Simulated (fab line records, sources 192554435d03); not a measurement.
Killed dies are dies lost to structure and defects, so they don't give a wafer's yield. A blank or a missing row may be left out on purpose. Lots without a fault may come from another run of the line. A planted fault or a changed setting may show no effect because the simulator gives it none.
fab line records | flow n5_finfet
record lots=4 wafers=8 last_day=15
route steps=1938 shown BEOL_M10@1506 BEOL_M11@1536 BEOL_M15@1830 PASSIVATION@1936
lots that met no fault: from a run of the same line without faults
start_h: hours from the record's first day to the start of the lot's first wafer shown | wait_h: hours since the lot's step before | " the same as in the row above | L1.1+2: a row that stands for several wafers | - no value, or no start given | * or withheld: withheld | < > ~ a bound
route shown NAME@n: a module of which the file shows steps, and the number in the route of the first | usual: mean/standard deviation of fault-free wafers | same: alike in all rows | chamber/n: place in a boat | sites: the reading at each site | _std_site: their standard deviation | _edge_site: outer sites' mean less inner sites' | radius_mm: how far each site lies from the wafer's centre | mask NAME#n: copy n | behind: the tool/chamber that last shaped the wafer | hold: why the lot was held/for how many hours/how that ended | device: the transistor (n, p or np) that didn't switch | end of line: the same wafers' tests at the end of the route | a step without rows: its recipe alone | killed: dies lost to structure and defects at the first sort, not the wafer's yield | map: a wafer's dies, x killed, . not, _ none there
set.NAME: the setting as run; set.NAME@STEP: as run at that earlier step | model.NAME: the simulator's own value behind a step, which no gauge read
lots at some steps of the route; a table a step, a row a wafer
services: from which hour (start_h, from the record's first day; less than 0 if before it) a tool's chamber was out of use, for how many hours, and why
## steps
# step N5_BEOL_M10_ETCH_65
# recipe chemistry=CF4 target=SiARC target_depth_a=390 mask_material=CAR-ArF time_s=65 ion_energy_ev=80 pressure_mtorr=40 source_w=545 bias_w=36 Ar_flow_sccm=100 cf4_flow_sccm=100 ends=cleared
# step N5_BEOL_M10_ETCH_66
# recipe chemistry=N2/H2 target=SOC target_depth_a=1200 overetch_a=240 mask_material=SiARC temp_c=40 time_s=180 ion_energy_ev=200 pressure_mtorr=30 source_w=840 bias_w=150 n2_flow_sccm=200 h2_flow_sccm=200
# step N5_BEOL_M10_STRIP_69
# recipe chemistry=N2/H2 temp_c=40 n2_flow_sccm=200 h2_flow_sccm=200 rf_frequency_hz=6e+07
# step N5_BEOL_M10_VIA_ETCH_34
# recipe chemistry=C4F6/O2 target=SiCOH_lowk target_depth_a=1845 mask_material=SOC taper_deg=4 time_s=69.2 ion_energy_ev=250 pressure_mtorr=30 source_w=345 bias_w=185 Ar_flow_sccm=300 C4F6_flow_sccm=10 O2_flow_sccm=10
# step N5_BEOL_M10_STRIP_73
# recipe chemistry=C4F6/O2 resist=SiARC rf_frequency_hz=6e+07
# step N5_BEOL_M10_STRIP_36
# recipe chemistry=N2/H2 power_w=450 temp_c=40 pressure_mtorr=20 rf_frequency_hz=6e+07 overash_fraction=0.3 bias_power_w=7 h2_frac=0.5 n2_flow_sccm=200 h2_flow_sccm=200
# step N5_BEOL_M10_TRENCH_ETCH_37
# recipe chemistry=C4F6/O2 target_depth_a=1488.3 target=SiCOH_lowk time_s=48 ion_energy_ev=250 pressure_mtorr=30 source_w=345 bias_w=185 Ar_flow_sccm=300 C4F6_flow_sccm=10 O2_flow_sccm=10
# step N5_BEOL_M10_ETCH_41
# recipe chemistry=CH3F/O2 target=SiCN target_depth_a=426 taper_deg=2 time_s=86 ion_energy_ev=120 mask_material=TiN pressure_mtorr=30 source_w=395 bias_w=75 Ar_flow_sccm=150 CH3F_flow_sccm=30 O2_flow_sccm=20
# step N5_BEOL_M10_STRIP_77
# recipe chemistry=N2/H2 time_s=10 power_w=450 temp_c=40 pressure_mtorr=20 rf_frequency_hz=6e+07 bias_power_w=7 n2_flow_sccm=200 h2_flow_sccm=200
# step N5_BEOL_M10_HM_STRIP_39
# recipe chemistry=peroxide_tin_strip material=TiN target_depth_a=250 temp_c=50 time_s=158
# step N5_BEOL_M10_SRD_40
# recipe time_s=30 temp_c=23 rinse_liquid=diw dry=ipa_marangoni
# step N5_BEOL_M10_PRECLEAN_42
# recipe chemistry=residue_remover time_s=60 temp_c=40
# usual bath_guard_temp_C=40.1/0.43 bath_heat_duty_pct=4.5/0.63
# columns lot.wafer tool chamber start_h wait_h bath_guard_temp_C bath_heat_duty_pct
L281.1 wet_bench-04 2 238.08 0.0 39.6 4.8
L281.3 " 4 " " 40.1 4.4
L281.6 " 3 " " 40.4 4.5
L286.2 wet_bench-04 3 266.29 0.0 39.8 4.7
L287.4 wet_bench-04 3 272.92 0.0 40.2 4.1
L292.2 wet_bench-06 2 309.80 0.0 39.9 4.0
L292.3 " 3 " " 39.8 4.3
L292.6 " 0 " " 40.1 4.7
# step N5_BEOL_M10_SRD_43
# recipe time_s=30 temp_c=23 rinse_liquid=diw dry=ipa_marangoni
# step N5_BEOL_M10_CURE_72
# recipe temp_c=370 time_s=120 ambient=DMADMS/He material=SiCOH_lowk
# step N5_BEOL_M10_DEGAS_44
# recipe ambient=vacuum temp_c=250 time_s=60
# step N5_BEOL_M10_PRE_CLEAN_45
# recipe gas=H2/He time_s=30 temp_c=250
# step N5_BEOL_M10_ALD_74
# recipe material=TaN target_thk_a=20 temp_c=275 ald_precursor_family=PDMAT ald_co_reactant=NH3 pressure_torr=3 carrier_flow_sccm=1500 pulse_time_s=2 purge_time_s=3 co_reactant_purge_time_s=2 co_reactant_pulse_time_s=3 ald_cycles=40 precursor_vessel_temp_c=75 precursor_vessel_pressure_torr=26.25 precursor_vessel_carrier_sccm=1000
# step N5_BEOL_M10_SURFACE_TREAT_76
# recipe gas=Ar time_s=* ion_energy_ev=* ion_current_ma_cm2=0.5 pressure_mtorr=* ar_flow_sccm=30
# step N5_BEOL_M10_CVD_75
# recipe material=Co target_thk_a=20 temp_c=withheld precursor=CCTBA/H2 pressure_torr=30 time_s=138.9
# step N5_BEOL_M10_SPUTTER_48
# recipe material=Cu target_thk_a=120 temp_c=-20 bias_v=60 power_w=26000 chamber_pressure_pa=0.13 time_s=2
# step N5_BEOL_M10_ECD_50
# recipe material=Cu target_thk_a=3180
# step N5_BEOL_M10_ANNEAL_51
# recipe temp_c=225 time_s=90 ambient=N2
# step N5_BEOL_M10_CMP_52
# recipe stop_on=SiCOH_lowk t_overpolish_s=7 down_force_psi=1 platen_rpm=50 clearing_platen_down_force_psi=1.5 clearing_platen_rpm=50 post_cmp_clean=cu_alkaline target_thk_nm=140 clearing_platen_pad_velocity_m_s=0.99484 pad_velocity_m_s=0.99484
# step N5_BEOL_M10_PRE_CLEAN_55
# recipe gas=NH3 time_s=15 temp_c=withheld rf_power_w=300
# step N5_BEOL_M10_DEP_56
# recipe material=SiCN target_thk_a=150 temp_c=withheld precursor=3MS/NH3 pressure_torr=3 rf_w=202 time_s=26.5
# step N5_BEOL_M11_ILD_DEP_00
# recipe material=SiCOH_lowk target_thk_a=3085.1 temp_c=300 precursor=DEMS/porogen pressure_torr=5 rf_w=500 time_s=58
# step N5_BEOL_M11_CURE_71
# recipe temp_c=385 time_s=240 ambient=He/Ar material=SiCOH_lowk
# step N5_BEOL_M11_PECVD_70
# recipe material=SiO2 target_thk_a=200 temp_c=400 precursor=TEOS/O2 pressure_torr=5.5 rf_w=450 teos_flow_sccm=53.8 gas=O2 flow_sccm=3000 time_s=22.7
# step N5_BEOL_M11_HM_DEP_02
# recipe material=TiN target_thk_a=200 temp_c=25 chamber_pressure_pa=0.49996
# step N5_BEOL_M11_COAT_59
# recipe resist=SOC temp_c=250 time_s=60 spin_rpm=1500 resist_thk_nm=100
# step N5_BEOL_M11_COAT_60
# recipe resist=SiARC temp_c=220 time_s=60 spin_rpm=1500 resist_thk_nm=30
# step N5_BEOL_M11_COAT_05
# recipe resist=CAR-ArF spin_rpm=1500 resist_thk_nm=90
# step N5_BEOL_M11_EBR_07
# recipe solvent=PGMEA ebr_width_mm=1.5
# step N5_BEOL_M11_SOFTBAKE_06
# recipe temp_c=110 time_s=60 resist=CAR-ArF
# step N5_BEOL_M11_EXPOSE_08
# recipe mask_id=M11 na=1.35 source_shape=dipole sigma_inner=0.411 sigma_outer=0.611 polarization=te dose_mj=53.75
# step N5_BEOL_M11_PEB_09
# recipe peb_temp_c=withheld peb_time_s=60 resist=CAR-ArF
# step N5_BEOL_M15_RC_MEAS_101
# usual COMB_M10=1.5e-11/3.2e-12 COMB_M11=1.48e-11/3e-12 COMB_M12=6.3e-12/1.6e-12 COMB_M12_max_site=9.4e-12/2.3e-12 COMB_M13=4.3e-12/1.2e-12 COMB_M14=3.3e-12/8.3e-13 COMB_M15=2.2e-12/6e-13 COMB_M5=3.5e-11/7.3e-12 COMB_M7=2.6e-11/5.6e-12 COMB_M8=2.4e-11/5.9e-12 COMB_M9=1.46e-11/3e-12 SERP_M10=3.06/0.071 SERP_M11=3.08/0.082 SERP_M12=0.637/0.014 SERP_M13=0.309/0.0042 SERP_M14=0.161/0.0032 SERP_M5=38.2/1.3 SERP_M6=13.7/0.38 SERP_M6_max_site=14.3/0.46 SERP_M7=13.8/0.47 SERP_M8=13.9/0.45 SERP_M9=3.07/0.076
# columns lot.wafer tool chamber start_h wait_h COMB_M10[S/m] COMB_M11[S/m] COMB_M12[S/m] COMB_M12_max_site[S/m] COMB_M13[S/m] COMB_M14[S/m] COMB_M15[S/m] COMB_M5[S/m] COMB_M7[S/m] COMB_M8[S/m] COMB_M9[S/m] SERP_M10[ohm/um] SERP_M11[ohm/um] SERP_M12[ohm/um] SERP_M13[ohm/um] SERP_M14[ohm/um] SERP_M5[ohm/um] SERP_M6[ohm/um] SERP_M6_max_site[ohm/um] SERP_M7[ohm/um] SERP_M8[ohm/um] SERP_M9[ohm/um]
L281.1 prober-01 0 271.30 0.0 1.2e-11 1.46e-11 5.3e-12 6.8e-12 3.8e-12 2.8e-12 2e-12 4.9e-11 1.9e-11 2.9e-11 1.54e-11 2.95 3.03 0.630 0.303 0.159 38.1 13.4 13.9 14.0 13.9 3.03
L281.3 " 0 " " 1.6e-11 1.66e-11 4.2e-12 5.3e-12 4.1e-12 1.9e-12 1.2e-12 4.8e-11 2.5e-11 1.4e-11 1.05e-11 3.09 2.94 0.614 0.304 0.161 35.4 13.5 14.0 14.4 14.1 3.02
L281.6 " 0 " " 1.3e-11 1.22e-11 4.7e-12 9.5e-12 3.3e-12 2e-12 1.4e-12 3.7e-11 1.7e-11 2.3e-11 1.55e-11 3.03 3.09 0.633 0.304 0.156 37.0 14.1 14.7 14.7 13.8 3.19
L286.2 prober-02 0 299.65 0.3 2.1e-11 1.16e-11 6.3e-12 1.06e-11 3.7e-12 4.1e-12 2.2e-12 4.3e-11 2.5e-11 1.4e-11 1.56e-11 3.09 3.03 0.640 0.311 0.164 39.1 22.6 23.7 13.3 14.2 2.98
L287.4 prober-01 0 306.24 0.5 1.3e-11 1.16e-11 5.8e-12 8.1e-12 3.5e-12 4.4e-12 1.1e-12 2.8e-11 2e-11 2.7e-11 1.47e-11 3.14 3.16 0.650 0.311 0.159 39.1 22.8 23.3 14.2 13.5 3.00
L292.2 prober-01 0 346.54 0.2 1.5e-11 1.16e-11 6.6e-12 9.6e-12 3.6e-12 2.8e-12 1.9e-12 5.5e-11 3.4e-11 2.2e-11 1.79e-11 3.05 2.98 0.639 0.302 0.156 34.8 13.7 14.1 13.9 14.4 3.05
L292.3 " 0 " " 1.3e-11 1.58e-11 4.2e-12 6.9e-12 4.6e-12 2.7e-12 1.8e-12 3.5e-11 2.3e-11 2.5e-11 1.38e-11 3.09 3.10 0.626 0.306 0.161 38.3 13.1 13.4 14.4 13.9 3.11
L292.6 " 0 " " 1.3e-11 1.75e-11 4.3e-12 6.9e-12 5.6e-12 2.7e-12 2.5e-12 3.6e-11 2.3e-11 2.2e-11 1.2e-11 3.07 3.01 0.636 0.307 0.160 36.3 13.2 13.3 14.8 14.2 3.02
# sites SERP_M6 radius_mm=0,75,75,75,75,140,140,140,140
L281.1 12.8 13.5 13.3 13.0 13.6 13.9 13.4 13.3 13.6
L286.2 21.8 22.5 22.2 22.6 22.6 23.0 23.6 23.7 23.5
L287.4 23.3 23.2 23.2 22.1 22.5 23.2 21.7 22.6 22.8
L292.2 13.5 14.1 13.3 13.8 13.4 13.8 13.7 13.7 13.3
# step N5_PASSIVATION_PROBE_49
# usual defect_limited_yield=91.2/1.4 killed_at_M0_to_M3=34/9.4 killed_at_M4_up=13/5.8 killed_at_contacts=13/6.4 killed_at_front_end=41/11 killed_at_other=3.1/2.3 killed_dies=103/16 killed_on_rim=13/3.4 killed_open=69/12 killed_short=33/7.8 sort_bin_5_function=5.1/0.91 sort_bin_6_memory=3.3/0.63 sort_bin_8_speed=0/0 sort_n_pass=1077/16
# same gross_dies=1180 killed_at_back_side=0 sort_bin_4_leakage[%]=0
# columns lot.wafer tool chamber start_h wait_h defect_limited_yield[%] killed_at_M0_to_M3 killed_at_M4_up killed_at_contacts killed_at_front_end killed_at_other killed_dies killed_on_rim killed_open killed_short sort_bin_5_function[%] sort_bin_6_memory[%] sort_bin_8_speed[%] sort_n_pass
L281.1 prober-02 - 283.78 0.0 90.9 31 7 20 48 1 107 14 74 33 5.4 3.2 0 1073
L281.3 prober-02 - 283.88 0.1 90.0 42 15 6 50 5 118 11 77 41 5.8 3.7 0 1062
L281.6 prober-02 - 284.03 0.3 91.8 25 8 22 41 1 97 12 62 32 4.9 2.9 0 1083
L286.2 prober-01 - 313.98 0.1 79.2 25 164 9 46 2 246 32 68 26 11.7 4.5 1.10 934
L287.4 prober-01 - 320.50 0.2 80.5 34 144 12 38 2 230 31 57 34 12.1 2.9 0.42 950
L292.2 prober-02 - 365.05 0.1 92.1 17 22 18 33 3 93 11 61 31 4.4 3.1 0 1087
L292.3 prober-02 - 365.10 0.1 90.4 29 31 16 33 4 113 17 74 38 5.8 3.3 0 1067
L292.6 prober-02 - 365.25 0.3 92.8 27 8 18 30 2 85 13 63 22 3.5 3.6 0 1095
# killed by level:class
L281.1 MOL_CONTACT_COAG:geometric_particle:open=12 FIN_SAQP:geometric_particle:open=11 MOL_CONTACT_COAG:geometric_particle:short=8 STI_FIN_REVEAL:geometric_particle:open=7 GATE_CUT:geometric_particle:short=7 BEOL_M2:geometric_particle:open=7 BEOL_M1:geometric_particle:open=7 FIN_SAQP:geometric_particle:short=5
L281.3 STI_FIN_REVEAL:geometric_particle:open=15 BEOL_M0_SAQP:geometric_particle:open=12 BEOL_M2:geometric_particle:open=8 FIN_SAQP:geometric_particle:short=7 ILD0:geometric_particle:short=7 BEOL_M0_SAQP:geometric_particle:short=6 FIN_SAQP:geometric_particle:open=5 STI_FIN_REVEAL:geometric_particle:short=5
L281.6 MOL_CONTACT_COAG:geometric_particle:open=15 FIN_SAQP:geometric_particle:open=12 MOL_CONTACT_COAG:geometric_particle:short=7 STI_FIN_REVEAL:geometric_particle:open=6 BEOL_M0_SAQP:geometric_particle:open=6 BEOL_M1:geometric_particle:open=5 BEOL_M0_SAQP:geometric_particle:short=4 STARTING-WAFER:geometric_particle:open=4
L286.2 BEOL_M10:unspecified=139 STI_FIN_REVEAL:geometric_particle:open=22 BEOL_M6:area_ecd=13 BEOL_M0_SAQP:geometric_particle:short=9 FIN_SAQP:geometric_particle:open=8 MOL_CONTACT_COAG:geometric_particle:open=8 DUMMY_GATE:geometric_particle:open=5 BEOL_M0_SAQP:geometric_particle:open=5
L287.4 BEOL_M10:unspecified=134 STI_FIN_REVEAL:geometric_particle:open=15 BEOL_M2:geometric_particle:open=10 MOL_CONTACT_COAG:geometric_particle:open=7 BEOL_M0_SAQP:geometric_particle:short=7 FIN_SAQP:geometric_particle:short=6 MOL_CONTACT_COAG:geometric_particle:short=5 BEOL_M6:area_ecd=5
L292.2 MOL_CONTACT_COAG:geometric_particle:open=14 FIN_SAQP:geometric_particle:short=10 BEOL_M4:geometric_particle:open=7 BEOL_M1:geometric_particle:open=6 BEOL_M0_SAQP:geometric_particle:short=5 STI_FIN_REVEAL:geometric_particle:open=5 FIN_SAQP:geometric_particle:open=4 MOL_CONTACT_COAG:geometric_particle:short=4
L292.3 BEOL_M4:geometric_particle:open=13 MOL_CONTACT_COAG:geometric_particle:open=12 BEOL_M0_SAQP:geometric_particle:short=10 DUMMY_GATE:geometric_particle:open=7 BEOL_M0_SAQP:geometric_particle:open=7 BEOL_M4:geometric_particle:short=6 STI_FIN_REVEAL:geometric_particle:open=5 FIN_SAQP:geometric_particle:open=4
L292.6 MOL_CONTACT_COAG:geometric_particle:open=16 STARTING-WAFER:geometric_particle:open=9 STI_FIN_REVEAL:geometric_particle:open=7 BEOL_M0_SAQP:geometric_particle:open=5 BEOL_M1:geometric_particle:short=5 BEOL_M3:geometric_particle:open=5 GATE_CUT:geometric_particle:short=4 BEOL_M1:geometric_particle:open=4
# map L286.2 (x killed, . not)
_________________xxx.....x...________________
______________.xxx.............._____________
___________.....x............x....x__________
__________...x...............x.....x_________
________....x.................x......._______
_______..............x.................______
______.............x....x..x..x........._____
_____x...............x..x................____
____.....................x..............x.___
___..............x.x......x.....x......x...__
___......x..............x.....x.x..........__
__.xx.............x........................._
__.......x.....x....x......xx.......xxx....._
_....x........x.....x..x..........x..........
_x.................x.........................
_..x....................x....x...............
_..................x...............x.........
_........x..................x..............x.
_..x.....xx..x..........x....x..............x
_.x...x.x........x.....x...x.x.x.............
_.........x....x.....x...............x....x.x
__.........x..x........x..........x........._
__......x...x..x......x.xx.xx.......x......._
___..xx..............xx..x.x..x.x..........__
___...............x..x.xxxxxxxx.x........x.__
____..........x...x.xxxxxxxxxx.xx.....x...___
_____.............xxxxxxxxxxxxx..........____
______.......x....xxxxxxxxxxxxxx.xx.x..._____
_______............xxxxxxxxxxxx.x..xx..______
________...x....x.xxxxxxxxxxxxxxxxx..._______
__________.........xxxxxxxxxxxxxxx.x_________
___________.......x.xxxxxxxxxxxxx..__________
______________....x.xxxxxxxxxxxx_____________
_________________..x.xxxxxxxx________________
# map L287.4 (x killed, . not)
_________________...........x________________
______________..x.........x....._____________
___________x........xx...........x.__________
__________...x................x....._________
________.....x....x......x...x..x....._______
_______......xx...........x............______
______...x...x........................x._____
_____x.......x.....x.......x..x.x......x.____
____......x.........x.x.......x.x.........___
___.......................................x__
___..x...x.......x.x........x....x.........__
__..x..x............x..x...x................_
__.....x.................................x.x_
_.x...x..x.x.....x...........................
_..x.......x........x.x.....x................
_......x...........................x........x
_...x...................x.............x......
_...............................x............
_.............x.........x...........x........
_.....................x...............xx.....
_.........................x..................
__.......x..............x..x........x.x....._
__x...x.......x...........x................._
___..............x.......x.................__
___...............xx..xxxx.x.x............x__
____...............xxxxxxxxxxxx..x...x....___
_____....x......x..xxxxxxxxxxxxxxx.......____
______............xxxxxxxxxxxxxxxx..x..._____
_______........x..xxxxxxxxxxxxxxxxx....______
________.....x.....xxxxxxxxxxxxxxx...._______
__________.......xxxxxxxxxxxxxxx.x.x_________
___________....x...xxxxxxxxxxxxx..x__________
______________.xxxxxxxxxxxxxxxx._____________
_________________...xxxxxxxxx________________
## services
# columns tool chamber start_h hours kind
wet_bench-06 - 262.93 10.4 repair
## key
first_sign step=N5_BEOL_M15_RC_MEAS_101 reading=SERP_M6 direction=up sigmas=24 usual=13.7 struck=22.7
effect step=N5_BEOL_M15_RC_MEAS_101 reading=SERP_M6_max_site direction=up sigmas=20 usual=14.3 struck=23.5
effect step=N5_PASSIVATION_PROBE_49 reading=killed_at_M4_up direction=up sigmas=24 usual=13 struck=154
more_kills_born_at N5_BEOL_M10_PRECLEAN_42@wet_bench-04=273
met_at N5_BEOL_M10_PRECLEAN_42
struck_wafers L286.2,L287.4
onset_between 238.08 266.29
earlier_fault kind=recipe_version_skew tool=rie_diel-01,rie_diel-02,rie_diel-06 chamber=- onset_h=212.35 steps=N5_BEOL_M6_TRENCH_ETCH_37 wrong_recipe.time_s=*
fault kind=chamber_particle_source tool=wet_bench-04 chamber=3 onset_h=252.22 steps=N5_BEOL_M10_PRECLEAN_42 rate_per_visit_cm2=1.8994
